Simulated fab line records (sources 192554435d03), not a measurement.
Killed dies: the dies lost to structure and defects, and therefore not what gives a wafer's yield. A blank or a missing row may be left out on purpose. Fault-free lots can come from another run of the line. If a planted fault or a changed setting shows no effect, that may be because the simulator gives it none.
fab line records	flow n5Finfet	part 1 of 2: steps 1 to 4 of 6
record: lots: 23	wafers: 69	lastDay: 17
route steps=1938 shown MOL_CONTACT_COAG@562
lots with no fault: from the same line, run without faults
startH: hours from the record's opening day to when the first of the lot's shown wafers began	waitH: time in hours since the lot's previous step	" the same as in the row above	L1.1+2: a row that stands for several wafers	- no value present, or no start provided	* or withheld: withheld	< > ~ a bound
route shown NAME@n: a module of which the file shows steps, and the number in the route of the first	usual: average and standard deviation across the fault-free wafers	same: alike in all rows	chamber/n: place in a boat	sites: readings site by site	_std_site: standard deviation of those values	_edge_site: outer sites' mean less inner sites'	radiusMm: for every site, how far away it sits from the centre of the wafer	mask NAME#n: copy n	behind: the last tool/chamber to shape the wafer	hold: why the lot went on hold/how many hours it stayed there/how the hold came to an end	device: which transistor (n, p or np) failed to switch	end of line: tests of these same wafers at the route's end	a step without rows: its recipe alone	killed: at the first sort, the dies lost to defects and structure; wafer yield is something else	map: a wafer's dies, marking killed ones x, the rest . and places with no die _
set.NAME: the setting as run; set.NAME@STEP: as run at that earlier step	model.NAME: the simulator's own value behind a step, which no gauge read
the route's steps for a sample of lots (tables are steps, rows are wafers)
services: the hour from which a tool's chamber was out of use, counted from the record's first day as startH (under 0 if before that day), plus the number of hours and why
== steps ==
step: N5_MOL_CONTACT_COAG_ALD_123
recipe: material: SiNx	targetThkA: 50	tempC: 400	aldPrecursorFamily: SiH2I2	aldCoReactant: N2/H2-plasma	pulseTimeS: 1	purgeTimeS: 2	coReactantPurgeTimeS: 2	aldCycles: 100	pressureTorr: 2
usual: heaterPowerW: 853/60	precursorPulseHeightRel: 1.000/0.021
same: coReactantPurgeTimeS: 2	pulseTimeS: 1
lot.wafer	tool	chamber	startH	waitH	heaterPowerW	precursorPulseHeightRel
L075.2	aldSin-04	2	103.03	0.0	1001	1.012
L075.5	"	1	"	"	855	1.032
L075.6	"	0	"	"	821	1.028
L076.3	aldSin-02	2	112.27	0.3	848	1.003
L076.4	"	3	"	"	844	1.008
L076.5	"	1	"	"	868	0.996
L077.3	aldSin-01	3	117.69	0.0	938	0.985
L077.5	"	1	"	"	736	1.010
L077.6	"	2	"	"	821	1.018
L078.2	aldSin-04	1	124.71	0.0	846	1.021
L078.3	"	0	"	"	812	1.024
L078.4	"	2	"	"	1007	1.037
L079.1	aldSin-04	1	128.77	0.0	866	0.998
L079.3	"	2	"	"	992	0.967
L079.4	"	3	"	"	819	1.025
L080.2	aldSin-02	3	136.80	0.0	867	1.005
L080.4	"	2	"	"	852	1.000
L080.6	"	1	"	"	868	0.973
L081.2	aldSin-02	1	142.21	0.0	859	1.049
L081.5	"	2	"	"	835	1.008
L081.6	"	3	"	"	835	0.993
L082.1	aldSin-04	2	151.39	0.0	1014	1.014
L082.4	"	1	"	"	844	1.012
L082.5	"	3	"	"	822	0.986
L083.1	aldSin-04	2	158.10	0.3	990	0.974
L083.4	"	0	"	"	820	1.031
L083.6	"	0	"	"	847	1.005
L084.1	aldSin-01	3	164.19	0.0	924	1.013
L084.3	"	2	"	"	844	0.965
L084.4	"	0	"	"	800	1.021
L085.3	aldSin-02	1	168.54	0.0	877	0.955
L085.5	"	2	"	"	842	1.016
L085.6	"	3	"	"	870	1.001
L086.1	aldSin-04	0	172.88	0.0	801	1.020
L086.2	"	1	"	"	843	1.018
L086.4	"	3	"	"	836	1.000
L087.1	aldSin-04	0	176.48	0.0	815	1.007
L087.3	"	2	"	"	1001	0.999
L087.6	"	1	"	"	847	1.012
L088.1	aldSin-01	3	188.09	0.9	913	0.992
L088.2	"	1	"	"	750	1.004
L088.4	"	3	"	"	960	1.013
L089.1	aldSin-01	3	189.10	0.3	931	0.973
L089.2	"	0	"	"	804	1.008
L089.4	"	1	"	"	741	0.989
L090.3	aldSin-02	1	200.24	0.0	871	0.991
L090.4	"	3	"	"	842	1.007
L090.6	"	3	"	"	853	0.994
L091.2	aldSin-04	3	200.49	0.0	834	0.995
L091.3	"	1	"	"	822	1.005
L091.5	"	2	"	"	955	1.011
L092.2	aldSin-04	1	208.03	0.0	810	0.960
L092.3	"	3	"	"	826	0.978
L092.4	"	2	"	"	988	1.011
L093.4	aldSin-04	1	214.30	0.0	813	0.979
L093.5	"	2	"	"	958	1.021
L093.6	"	1	"	"	820	0.947
L094.1	aldSin-01	3	221.97	0.9	971	0.988
L094.3	"	1	"	"	761	0.968
L094.5	"	0	"	"	804	0.979
L095.3	aldSin-02	2	224.21	0.0	853	1.017
L095.4	"	1	"	"	881	1.001
L095.5	"	0	"	"	855	0.967
L096.3	aldSin-02	2	230.55	0.0	880	1.041
L096.5	"	1	"	"	832	0.989
L096.6	"	0	"	"	847	0.994
L097.1	aldSin-04	3	235.86	0.1	809	1.014
L097.3	"	2	"	"	965	1.022
L097.5	"	0	"	"	826	1.032
step: N5_MOL_CONTACT_COAG_ETCH_89
recipe: chemistry: N2/H2	target: underlayer	targetDepthA: 130	maskMaterial: CAR-EUV	timeS: 10.4	ionEnergyEv: 200	pressureMtorr: 30	sourceW: 840	biasW: 150	n2FlowSccm: 200	h2FlowSccm: 200	ends: cleared
usual: drypumpMotorCurrentA: 5.8/0.38	etchRfOnTimeS: 10.33/0.2	oesProductAu: 0.69/0.08	rfVppV: 524.1/2.5	showerheadPlenumPTorr: 2.55/0.084	throttleValvePct: 17.77/0.18
lot.wafer	tool	chamber	startH	waitH	drypumpMotorCurrentA	etchRfOnTimeS	oesProductAu	rfHoursCounterH	rfVppV	showerheadPlenumPTorr	throttleValvePct
L075.2	rieDiel-02	0	104.12	0.0	5.9	9.95	0.81	23	523.7	2.58	17.61
L075.5	"	0	"	"	5.9	10.02	0.80	-	522.9	2.58	17.61
L075.6	"	2	"	"	5.9	10.38	0.65	-	520.2	2.46	18.00
L076.3	rieDiel-03	3	113.27	0.0	6.1	10.26	0.77	30	525.3	2.59	17.71
L076.4	"	3	"	"	6.1	10.21	0.77	-	525.7	2.59	17.72
L076.5	"	2	"	"	4.8	10.05	0.61	-	524.0	2.50	18.00
L077.3	rieDiel-04	2	118.88	0.0	6.3	10.42	0.61	222	522.9	2.51	17.99
L077.5	"	0	"	"	5.5	10.17	0.82	-	526.7	2.70	17.35
L077.6	"	3	"	"	5.5	10.28	0.74	-	522.7	2.48	17.65
L078.2	rieDiel-02	2	126.56	0.0	5.9	10.40	0.64	150	520.2	2.46	18.01
L078.3	"	3	"	"	6.3	10.73	0.61	181	526.4	2.64	17.63
L078.4	"	0	"	"	5.9	10.04	0.80	32	526.0	2.58	17.65
L079.1	rieDiel-02	2	130.93	0.0	5.9	10.42	0.64	152	520.4	2.46	18.01
L079.3	"	3	"	"	6.3	10.57	0.61	182	526.0	2.64	17.64
L079.4	"	1	"	"	5.6	10.12	0.60	220	521.1	2.40	17.80
L080.2	rieDiel-02	3	137.93	0.0	6.3	10.73	0.61	185	525.9	2.64	17.65
L080.4	"	1	"	"	5.6	10.25	0.60	222	519.4	2.40	17.81
L080.6	"	2	"	"	5.9	10.42	0.65	-	523.7	2.45	18.01
L081.2	rieDiel-02	1	143.49	0.0	5.6	10.19	0.59	225	519.8	2.40	17.81
L081.5	"	0	"	"	5.9	10.08	0.77	-	527.1	2.58	17.66
L081.6	"	3	"	"	6.3	10.67	0.61	-	526.5	2.64	17.65
L082.1	rieDiel-04	1	152.61	0.0	5.7	10.26	0.65	167	526.7	2.64	17.84
L082.4	"	2	"	"	6.2	10.25	0.61	230	524.1	2.51	18.00
L082.5	"	1	"	"	5.7	10.29	0.65	-	526.8	2.64	17.84
L083.1	rieDiel-04	1	159.14	0.0	5.7	10.45	0.64	170	527.2	2.64	17.83
L083.4	"	0	"	"	5.5	10.28	0.79	18	528.6	2.69	17.36
L083.6	"	0	"	"	5.5	10.28	0.78	-	526.7	2.69	17.38
L084.1	rieDiel-03	3	165.32	0.0	6.1	10.58	0.71	56	524.6	2.58	17.76
L084.3	"	1	"	"	6.2	10.44	0.79	11	525.2	2.61	17.79
L084.4	"	3	"	"	6.1	10.47	0.72	-	526.0	2.58	17.76
L085.3	rieDiel-04	2	169.71	0.0	6.3	10.35	0.61	235	523.7	2.51	18.00
L085.5	"	1	"	"	5.7	10.46	0.64	-	525.5	2.64	17.85
L085.6	"	0	"	"	5.5	10.15	0.79	-	529.0	2.69	17.36
L086.1	rieDiel-02	3	174.15	0.0	6.3	10.64	0.60	198	527.7	2.64	17.67
L086.2	"	1	"	"	5.6	10.18	0.58	236	519.7	2.40	17.83
L086.4	"	0	"	"	5.9	10.00	0.77	51	525.4	2.57	17.67
L087.1	rieDiel-03	1	177.71	0.0	6.3	10.36	0.78	17	526.6	2.61	17.82
L087.3	"	0	"	"	5.8	10.17	0.81	5	523.0	2.49	17.74
L087.6	"	3	"	"	6.1	10.51	0.71	-	525.6	2.58	17.75
L088.1	rieDiel-02	3	189.22	0.0	6.3	10.61	0.60	204	527.3	2.63	17.69
L088.2	"	0	"	"	5.9	9.99	0.75	55	523.3	2.57	17.68
L088.4	"	1	"	"	5.6	10.29	0.59	241	519.2	2.40	17.83
L089.1	rieDiel-03	2	190.09	0.0	4.8	10.17	0.84	0	522.3	2.48	17.55
L089.2	"	1	"	"	6.2	10.38	0.76	22	525.1	2.60	17.84
L089.4	"	3	"	"	6.1	10.39	0.72	67	525.0	2.57	17.76
L090.3	rieDiel-03	1	201.31	0.0	6.2	10.29	0.76	26	526.3	2.60	17.84
L090.4	"	3	"	"	6.1	10.47	0.70	71	525.0	2.57	17.78
L090.6	"	1	"	"	6.3	10.35	0.76	-	523.5	2.60	17.83
L091.2	rieDiel-04	2	201.49	0.0	6.3	10.22	0.61	247	523.3	2.50	18.03
L091.3	"	3	"	"	5.5	10.20	0.71	67	520.4	2.47	17.71
L091.5	"	1	"	"	5.7	10.34	0.64	-	526.2	2.64	17.86
L092.2	rieDiel-03	2	209.04	0.0	4.8	10.06	0.81	7	522.1	2.48	17.56
L092.3	"	3	"	"	6.1	10.48	0.71	73	525.2	2.57	17.77
L092.4	"	0	"	"	5.8	10.13	0.79	16	522.3	2.49	17.77
L093.4	rieDiel-02	0	215.42	0.0	5.9	10.09	0.75	63	524.0	2.57	17.67
L093.5	"	2	"	"	5.9	10.48	0.63	-	521.2	2.44	18.04
L093.6	"	3	"	"	6.3	10.75	0.60	-	526.8	2.63	17.69
L094.1	rieDiel-03	1	223.11	0.0	6.2	10.42	0.74	33	524.4	2.60	17.84
L094.3	"	3	"	"	6.1	10.58	0.70	78	522.8	2.57	17.79
L094.5	"	2	"	"	4.8	10.15	0.79	-	521.7	2.48	17.54
L095.3	rieDiel-02	0	225.25	0.0	5.9	10.08	0.74	-	524.9	2.57	17.70
L095.4	"	3	"	"	6.3	10.76	0.59	-	525.6	2.63	17.71
L095.5	"	0	"	"	5.9	10.02	0.75	-	523.4	2.57	17.69
L096.3	rieDiel-04	3	232.80	0.0	5.5	10.14	0.70	82	521.8	2.46	17.71
L096.5	"	0	"	"	5.5	10.28	0.75	-	528.2	2.68	17.43
L096.6	"	3	"	"	5.5	10.25	0.69	-	522.4	2.46	17.72
L097.1	rieDiel-02	3	239.66	0.0	6.3	10.72	0.58	225	526.1	2.63	17.72
L097.3	"	2	"	"	5.9	10.41	0.62	191	521.7	2.44	18.08
L097.5	"	2	"	"	5.9	10.28	0.63	-	518.7	2.44	18.08
step: N5_MOL_CONTACT_COAG_ALD_131
recipe: material: SiO2	targetThkA: 50	tempC: 100	aldPrecursorFamily: BDEAS	aldCoReactant: O2-plasma	pulseTimeS: 1	coReactantPulseTimeS: 1	purgeTimeS: 2	coReactantPurgeTimeS: 2	aldCycles: 35	pressureTorr: 2
usual: heaterPowerW: 79/4.7	precursorPulseHeightRel: 1.000/0.021
same: coReactantPurgeTimeS: 2	pulseTimeS: 1
lot.wafer	tool	chamber	startH	waitH	heaterPowerW	precursorPulseHeightRel
L075.2	aldSin-01	0	104.22	0.1	73	1.004
L075.5	"	1	"	"	70	1.049
L075.6	"	2	"	"	76	0.990
L076.3	aldSin-04	2	113.69	0.4	93	1.024
L076.4	"	0	"	"	77	1.014
L076.5	"	0	"	"	77	0.972
L077.3	aldSin-04	3	118.98	0.1	75	0.979
L077.5	"	2	"	"	90	1.045
L077.6	"	3	"	"	76	0.974
L078.2	aldSin-04	1	126.66	0.1	78	1.014
L078.3	"	3	"	"	76	0.978
L078.4	"	2	"	"	94	0.996
L079.1	aldSin-02	2	131.08	0.1	80	0.983
L079.3	"	0	"	"	78	0.989
L079.4	"	1	"	"	80	0.972
L080.2	aldSin-02	3	138.03	0.1	78	0.993
L080.4	"	0	"	"	78	1.015
L080.6	"	0	"	"	77	0.969
L081.2	aldSin-04	2	144.08	0.5	93	1.033
L081.5	"	0	"	"	76	1.002
L081.6	"	3	"	"	78	1.013
L082.1	aldSin-04	2	152.71	0.1	91	1.019
L082.4	"	0	"	"	77	0.980
L082.5	"	2	"	"	93	1.009
L083.1	aldSin-04	0	159.24	0.1	74	1.028
L083.4	"	1	"	"	80	1.021
L083.6	"	3	"	"	79	0.987
L084.1	aldSin-04	1	165.41	0.1	76	0.993
L084.3	"	3	"	"	78	0.983
L084.4	"	2	"	"	93	1.000
L085.3	aldSin-02	2	170.33	0.6	77	1.007
L085.5	"	3	"	"	81	0.980
L085.6	"	0	"	"	77	1.015
L086.1	aldSin-04	3	174.25	0.1	77	1.015
L086.2	"	2	"	"	90	1.001
L086.4	"	1	"	"	77	0.945
L087.1	aldSin-02	3	177.81	0.1	78	0.987
L087.3	"	0	"	"	76	0.988
L087.6	"	1	"	"	79	1.002
L088.1	aldSin-02	0	189.32	0.1	77	1.009
L088.2	"	3	"	"	79	1.017
L088.4	"	2	"	"	79	1.015
L089.1	aldSin-02	1	190.53	0.4	80	0.986
L089.2	"	0	"	"	77	1.027
L089.4	"	3	"	"	80	1.065
L090.3	aldSin-02	0	201.41	0.1	78	1.028
L090.4	"	1	"	"	79	0.980
L090.6	"	3	"	"	78	0.995
L091.2	aldSin-04	3	201.59	0.1	78	1.038
L091.3	"	2	"	"	89	1.003
L091.5	"	1	"	"	76	0.999
L092.2	aldSin-04	3	209.14	0.1	77	1.018
L092.3	"	2	"	"	90	1.033
L092.4	"	0	"	"	76	0.989
L093.4	aldSin-02	0	215.52	0.1	77	1.007
L093.5	"	3	"	"	79	0.986
L093.6	"	2	"	"	78	0.986
L094.1	aldSin-02	1	223.21	0.1	80	1.023
L094.3	"	3	"	"	79	0.982
L094.5	"	2	"	"	80	1.016
L095.3	aldSin-02	3	225.37	0.1	80	0.998
L095.4	"	1	"	"	81	0.990
L095.5	"	1	"	"	80	1.001
L096.3	aldSin-04	2	233.12	0.3	90	1.024
L096.5	"	3	"	"	76	1.025
L096.6	"	0	"	"	76	0.959
L097.1	aldSin-02	3	239.76	0.1	77	1.008
L097.3	"	1	"	"	80	0.993
L097.5	"	0	"	"	77	1.002
step: N5_MOL_CONTACT_COAG_ETCHBACK_132
recipe: chemistry: CHF3	target: SiO2	targetDepthA: 100	timeS: 6.7	ionEnergyEv: 200	pressureMtorr: 30	sourceW: 610	biasW: 170	Ar_flow_sccm: 200	CHF3_flow_sccm: 50
usual: drypumpMotorCurrentA: 5.8/0.43	oesProductAu: 0.80/0.097	rfVppV: 528/13	showerheadPlenumPTorr: 2.39/0.076	throttleValvePct: 18.68/0.16
same: timeS: 6.7
lot.wafer	tool	chamber	startH	waitH	drypumpMotorCurrentA	oesProductAu	rfHoursCounterH	rfVppV	showerheadPlenumPTorr	throttleValvePct
L075.2	rieDiel-03	0	104.40	0.1	5.8	0.67	247	533	2.36	18.94
L075.5	"	3	"	"	6.1	0.91	-	542	2.42	18.59
L075.6	"	0	"	"	5.7	0.67	-	535	2.36	18.96
L076.3	rieDiel-04	0	113.87	0.1	5.5	0.96	7	535	2.55	18.45
L076.4	"	3	"	"	5.5	0.85	42	502	2.32	18.51
L076.5	"	1	"	"	5.7	0.76	-	530	2.49	18.64
L077.3	rieDiel-02	1	119.15	0.1	5.6	0.70	213	514	2.26	18.76
L077.5	"	2	"	"	5.9	0.76	-	504	2.30	18.75
L077.6	"	1	"	"	5.6	0.70	-	512	2.26	18.73
L078.2	rieDiel-03	3	126.93	0.2	6.1	0.89	38	540	2.42	18.61
L078.3	"	2	"	"	4.8	0.70	252	528	2.35	19.01
L078.4	"	0	"	"	5.7	0.66	-	532	2.35	18.97
L079.1	rieDiel-03	0	131.26	0.1	5.7	0.66	261	534	2.35	18.96
L079.3	"	3	"	"	6.1	0.88	41	542	2.41	18.62
L079.4	"	2	"	"	4.8	0.70	-	528	2.35	19.02
L080.2	rieDiel-02	2	138.21	0.1	5.9	0.75	155	503	2.29	18.76
L080.4	"	3	"	"	6.3	0.72	185	540	2.47	18.49
L080.6	"	0	"	"	5.9	0.91	-	540	2.42	18.53
L081.2	rieDiel-04	2	144.26	0.1	6.3	0.72	227	523	2.37	18.96
L081.5	"	3	"	"	5.5	0.84	-	500	2.32	18.52
L081.6	"	2	"	"	6.3	0.71	-	523	2.37	18.97
L082.1	rieDiel-03	2	152.94	0.2	4.8	0.68	266	530	2.35	19.03
L082.4	"	3	"	"	6.1	0.86	-	542	2.41	18.65
L082.5	"	2	"	"	4.8	0.69	-	529	2.34	19.03
L083.1	rieDiel-02	0	159.41	0.1	5.9	0.90	46	539	2.42	18.54
L083.4	"	1	"	"	5.6	0.68	231	513	2.25	18.78
L083.6	"	0	"	"	5.9	0.91	-	538	2.42	18.51
L084.1	rieDiel-02	0	165.70	0.2	5.9	0.89	48	539	2.42	18.53
L084.3	"	2	"	"	5.9	0.74	165	505	2.29	18.79
L084.4	"	1	"	"	5.6	0.68	232	513	2.25	18.77
L085.3	rieDiel-04	3	170.51	0.1	5.5	0.84	56	502	2.32	18.53
L085.5	"	3	"	"	5.5	0.83	-	503	2.32	18.53
L085.6	"	2	"	"	6.3	0.71	-	522	2.37	18.96
L086.1	rieDiel-02	0	174.52	0.2	5.9	0.89	51	539	2.42	18.53
L086.2	"	1	"	"	5.6	0.68	236	514	2.25	18.78
L086.4	"	2	"	"	5.9	0.75	169	505	2.29	18.78
L087.1	rieDiel-03	1	177.99	0.1	6.2	0.89	18	535	2.45	18.74
L087.3	"	3	"	"	6.1	0.84	62	541	2.41	18.65
L087.6	"	0	"	"	5.8	0.96	-	535	2.35	18.55
L088.1	rieDiel-02	2	189.50	0.1	5.9	0.73	174	504	2.29	18.81
L088.2	"	0	"	"	5.9	0.88	55	540	2.41	18.55
L088.4	"	1	"	"	5.6	0.69	241	515	2.25	18.78
L089.1	rieDiel-04	0	190.71	0.1	5.5	0.91	27	534	2.55	18.48
L089.2	"	1	"	"	5.7	0.74	180	528	2.48	18.67
L089.4	"	3	"	"	5.5	0.82	63	501	2.32	18.53
L090.3	rieDiel-04	3	201.59	0.1	5.5	0.82	67	503	2.31	18.52
L090.4	"	1	"	"	5.7	0.75	183	530	2.48	18.68
L090.6	"	2	"	"	6.3	0.70	-	523	2.36	18.97
L091.2	rieDiel-03	0	201.85	0.2	5.7	0.94	14	534	2.35	18.57
L091.3	"	2	"	"	4.8	0.94	5	528	2.34	18.58
L091.5	"	2	"	"	4.8	0.95	-	529	2.34	18.57
L092.2	rieDiel-03	0	209.32	0.1	5.7	0.92	16	534	2.35	18.58
L092.3	"	2	"	"	4.8	0.94	7	529	2.34	18.58
L092.4	"	3	"	"	6.1	0.82	73	542	2.40	18.66
L093.4	rieDiel-03	2	215.70	0.1	4.8	0.93	8	529	2.34	18.60
L093.5	"	1	"	"	6.2	0.89	-	534	2.45	18.74
L093.6	"	2	"	"	4.8	0.93	-	529	2.34	18.58
L094.1	rieDiel-03	3	223.39	0.1	6.1	0.84	78	541	2.40	18.67
L094.3	"	1	"	"	6.2	0.88	33	533	2.44	18.74
L094.5	"	3	"	"	6.1	0.82	-	542	2.40	18.68
L095.3	rieDiel-02	3	225.57	0.1	6.3	0.69	-	541	2.46	18.55
L095.4	"	0	"	"	5.9	0.86	-	539	2.41	18.56
L095.5	"	0	"	"	5.9	0.86	-	539	2.41	18.56
L096.3	rieDiel-02	0	233.53	0.3	5.9	0.87	73	541	2.41	18.58
L096.5	"	3	"	"	6.3	0.70	-	540	2.46	18.55
L096.6	"	2	"	"	5.9	0.73	-	505	2.28	18.83
L097.1	rieDiel-02	0	239.99	0.2	5.9	0.85	77	537	2.40	18.58
L097.3	"	3	"	"	6.3	0.68	225	540	2.45	18.57
L097.5	"	3	"	"	6.3	0.68	-	539	2.45	18.54
